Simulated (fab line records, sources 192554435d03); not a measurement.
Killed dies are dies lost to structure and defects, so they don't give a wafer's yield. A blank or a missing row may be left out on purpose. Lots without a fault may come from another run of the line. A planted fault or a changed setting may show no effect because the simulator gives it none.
Split-lot experiment | flow n5_finfet | 7 lots, 21 wafers read, on a route of 1938 steps

THE SPLIT
At N5_BEOL_M8_ILD_DEP_00 (deposits SiCOH lowk from DEMS/porogen, target thk 179.75 nm, time 33.4 s), the setting time_s was moved away from the recipe's 33.4 s on 5 of the 21 wafers read, by -13.0% to +4.6%. The other wafers ran this setting at the recipe's value.

FROM THE SPLIT TO THE READING: what the file shows between them, 1 step
- N5_BEOL_M8_CURE_74: cures SiCOH lowk, time 240 s

THE READING
M8_ILD_THK, in nm, at N5_BEOL_M8_THK_MEAS_01. Fault-free wafers of this fab line usually give 154.0 nm, standard deviation 2.1 nm.

wafer  | tool, chamber at the split | time_s as run, s | against the recipe | M8_ILD_THK, nm | against lot-mates on the recipe
L079.2 | pecvd-04, 0                | 33.4             | recipe             | 152.3          | -
L079.4 | pecvd-04, 0                | 33.4             | recipe             | 153.7          | -
L079.5 | pecvd-04, 1                | 33.4             | recipe             | 158.7          | -
L082.1 | pecvd-01, 2                | 33.4             | recipe             | 151.9          | -
L082.2 | pecvd-01, 0                | 33.4             | recipe             | 152.5          | -
L082.6 | pecvd-01, 1                | 33.4             | recipe             | 155.4          | -
L084.2 | pecvd-04, 0                | 33.4             | recipe             | 151.9          | -
L084.4 | pecvd-04, 1                | 33.4             | recipe             | 155.3          | -
L084.6 | pecvd-04, 0                | 33.4             | recipe             | 154.2          | -
L086.3 | pecvd-01, 1                | 34.8             | +4.2%              | 158.6          | +3.8
L086.5 | pecvd-01, 1                | 34.8             | +4.2%              | 161.0          | +6.2
L086.6 | pecvd-01, 2                | 33.4             | recipe             | 154.8          | -
L087.1 | pecvd-04, 2                | 33.4             | recipe             | 152.0          | -
L087.2 | pecvd-04, 1                | 33.4             | recipe             | 152.8          | -
L087.5 | pecvd-04, 1                | 34.94            | +4.6%              | 160.0          | +7.6
L088.1 | pecvd-02, 2                | 29.06            | -13.0%             | 136.9          | -20.4
L088.3 | pecvd-02, 1                | 33.4             | recipe             | 157.3          | -
L088.5 | pecvd-02, 1                | 29.06            | -13.0%             | 138.4          | -18.9
L091.2 | pecvd-04, 2                | 33.4             | recipe             | 152.9          | -
L091.5 | pecvd-04, 1                | 33.4             | recipe             | 155.7          | -
L091.6 | pecvd-04, 2                | 33.4             | recipe             | 156.6          | -

THE FIT
A straight line over all 21 wafers: M8_ILD_THK changes by +1.28 nm for each +1% of time_s; r = +0.95; the points scatter about the line by 1.9 nm.
The same after taking each lot's own level away (the mean of its wafers on the recipe; 21 wafers): +1.49 nm for each +1%; r = +0.97; scatter 1.6 nm.
On that fit, the largest move of time_s shifts the reading by 19 nm.
The lots' own levels span 152.40 to 157.30 nm, that is 2.3 times the standard deviation above.
So the lot-to-lot level changes the slope: the two fits differ.
Check: with one of the wafers moved furthest among these (-13.0%) left out of the fit, the line predicts -18.7 nm for it against its lot-mates. It came out at -20.4 nm against them.

OTHER SPLITS ON THESE WAFERS
These wafers also went through other splits before the reading. Each is held against what the fit with the lots' levels taken away leaves over:
other split on the same wafers | wafers away from the commonest value | r with M8_ILD_THK (lot level and that fit taken away)
N5_BEOL_M7_ETCH_62 source_w    | 5                                    | -0.03

THE WHOLE CHAIN: every reading that the file lists as answering this split, in the file's order
step                   | what it does                                                             | reading                                                                                  | change (the file's fit)              | r (the file's)
N5_BEOL_M8_ILD_DEP_00  | deposits SiCOH lowk from DEMS/porogen, target thk 179.75 nm, time 33.4 s | SiCOH_lowk_of_BEOL_M8_ILD_DEP_00.thk_nm (the simulator's own value, which no gauge read) | +1.72 nm for each +1% of the setting | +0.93
N5_BEOL_M8_CURE_74     | cures SiCOH lowk, time 240 s                                             | SiCOH_lowk_of_BEOL_M8_ILD_DEP_00.thk_nm (the simulator's own value, which no gauge read) | +1.49 nm for each +1% of the setting | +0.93
N5_BEOL_M8_THK_MEAS_01 |                                                                          | M8_ILD_THK                                                                               | +1.5 for each +1% of the setting     | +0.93

THE FILE'S OWN FIT
M8_ILD_THK changes by +1.5 nm for each +1% of time_s, r = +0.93.
